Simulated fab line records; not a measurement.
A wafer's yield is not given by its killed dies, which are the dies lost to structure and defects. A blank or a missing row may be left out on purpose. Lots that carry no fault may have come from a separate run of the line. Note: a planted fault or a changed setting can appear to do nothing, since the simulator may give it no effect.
Chamber matching || flow n5Finfet || 4 sister chambers for N5_GATE_CUT_ETCH_37 on rieDiel-04
The step etches SOC in N2/H2, target depth 60 nm, overetch 12 nm, time 90 s. 4 wafers are shown with their chamber, then 12 later ones without.

== EACH WAFER AND ITS CHAMBER ==
{"wafer": "L088.5", "chamber": 1, "showerheadPlenumPTorr (Torr)": 2.64}
{"wafer": "L090.1", "chamber": 2, "showerheadPlenumPTorr (Torr)": 2.60}
{"wafer": "L090.5", "chamber": 0, "showerheadPlenumPTorr (Torr)": 2.64}
{"wafer": "L090.6", "chamber": 3, "showerheadPlenumPTorr (Torr)": 2.52}

== WAFERS WHOSE CHAMBER IS MISSING ==
{"wafer": "L076.2", "showerheadPlenumPTorr (Torr)": 2.52}
{"wafer": "L076.3", "showerheadPlenumPTorr (Torr)": 2.64}
{"wafer": "L076.5", "showerheadPlenumPTorr (Torr)": 2.59}
{"wafer": "L094.1", "showerheadPlenumPTorr (Torr)": 2.59}
{"wafer": "L094.2", "showerheadPlenumPTorr (Torr)": 2.64}
{"wafer": "L094.3", "showerheadPlenumPTorr (Torr)": 2.52}
{"wafer": "L094.4", "showerheadPlenumPTorr (Torr)": 2.64}
{"wafer": "L094.5", "showerheadPlenumPTorr (Torr)": 2.59}
{"wafer": "L094.6", "showerheadPlenumPTorr (Torr)": 2.64}
{"wafer": "L095.1", "showerheadPlenumPTorr (Torr)": 2.59}
{"wafer": "L095.3", "showerheadPlenumPTorr (Torr)": 2.63}
{"wafer": "L095.6", "showerheadPlenumPTorr (Torr)": 2.63}

== EACH ONE'S CHAMBER ==
{"wafer": "L076.2", "from the rows above": 3, "in truth": 3}
{"wafer": "L076.3", "from the rows above": "can't be placed: 0 or 1", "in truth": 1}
{"wafer": "L076.5", "from the rows above": 2, "in truth": 2}
{"wafer": "L094.1", "from the rows above": 2, "in truth": 2}
{"wafer": "L094.2", "from the rows above": "can't be placed: 0 or 1", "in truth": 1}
{"wafer": "L094.3", "from the rows above": 3, "in truth": 3}
{"wafer": "L094.4", "from the rows above": "can't be placed: 0 or 1", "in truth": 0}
{"wafer": "L094.5", "from the rows above": 2, "in truth": 2}
{"wafer": "L094.6", "from the rows above": "can't be placed: 0 or 1", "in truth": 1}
{"wafer": "L095.1", "from the rows above": 2, "in truth": 2}
{"wafer": "L095.3", "from the rows above": "can't be placed: 0 or 1", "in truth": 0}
{"wafer": "L095.6", "from the rows above": "can't be placed: 0 or 1", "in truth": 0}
Correct placement for 6 of the 12. Cannot be placed on the basis of these rows: 6; the candidates contain the true chamber in 6. Placed wrongly: 0.
How it was worked out, from the rows above alone: a wafer's distance from a chamber is the root of the sum, over the readings, of the square of ((its reading less the chamber's mean) divided by the reading's scatter). If the next closest chamber is less than 2 further off than the closest, the wafer can't be placed; otherwise it belongs to the closest. For every chamber, the mean is computed from those of its wafers that are shown. The scatter: root of mean squared gap, hidden wafer to nearest shown wafer, with one shown wafer a chamber.
